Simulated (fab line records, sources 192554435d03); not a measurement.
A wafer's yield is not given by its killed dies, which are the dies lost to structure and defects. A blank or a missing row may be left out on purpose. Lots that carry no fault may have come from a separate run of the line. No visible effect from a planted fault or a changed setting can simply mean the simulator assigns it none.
Matching of chambers / flow n5_finfet / ald_sin-04 running N5_SPACER0_ALD_07: 4 sister chambers
The step deposits SiNx, target thk 2 nm. 14 wafers are shown with their chamber, then 7 later ones without.

== WAFERS, EACH WITH ITS CHAMBER ==
wafer=L800.2; chamber=1; heater_power_w (W)=935
wafer=L800.3; chamber=0; heater_power_w (W)=814
wafer=L800.6; chamber=3; heater_power_w (W)=715
wafer=L802.2; chamber=3; heater_power_w (W)=700
wafer=L802.3; chamber=0; heater_power_w (W)=846
wafer=L802.5; chamber=3; heater_power_w (W)=695
wafer=L805.2; chamber=2; heater_power_w (W)=871
wafer=L805.3; chamber=1; heater_power_w (W)=898
wafer=L805.4; chamber=0; heater_power_w (W)=825
wafer=L806.3; chamber=1; heater_power_w (W)=941
wafer=L806.4; chamber=3; heater_power_w (W)=676
wafer=L806.6; chamber=2; heater_power_w (W)=854
wafer=L807.1; chamber=0; heater_power_w (W)=814
wafer=L807.5; chamber=2; heater_power_w (W)=879

SIGNATURES (means of the wafers above)
reading=heater_power_w; chamber 0=824.75; chamber 1=924.67; chamber 2=868.00; chamber 3=696.50; scatter within a chamber=16.9
Rule: for each reading, subtract the chamber's mean from the wafer's reading, divide by that reading's scatter and square the result; add these up over the readings and take the root, which gives the wafer's distance from the chamber. If the next closest chamber is less than 2 further off than the closest, the wafer can't be placed; otherwise it belongs to the closest. The scatter is the square root of a quotient: the sum, over the shown wafers, of each reading's squared deviation from its chamber's mean, divided by wafers minus chambers.

== WAFERS MISSING THEIR CHAMBER ==
wafer=L807.6; heater_power_w (W)=707
wafer=L811.1; heater_power_w (W)=929
wafer=L811.5; heater_power_w (W)=860
wafer=L811.6; heater_power_w (W)=939
wafer=L819.2; heater_power_w (W)=937
wafer=L819.3; heater_power_w (W)=684
wafer=L819.4; heater_power_w (W)=827

== CHAMBER TAKEN BY EACH ==
wafer=L807.6; from the rows above=3; in truth=3
wafer=L811.1; from the rows above=1; in truth=1
wafer=L811.5; from the rows above=can't be placed: 2 or 0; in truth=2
wafer=L811.6; from the rows above=1; in truth=1
wafer=L819.2; from the rows above=1; in truth=1
wafer=L819.3; from the rows above=3; in truth=3
wafer=L819.4; from the rows above=0; in truth=0
Correctly placed: 6 of 7. Unplaceable from these rows: 1, with the true chamber sitting among the candidates in 1. 0 placed wrongly.
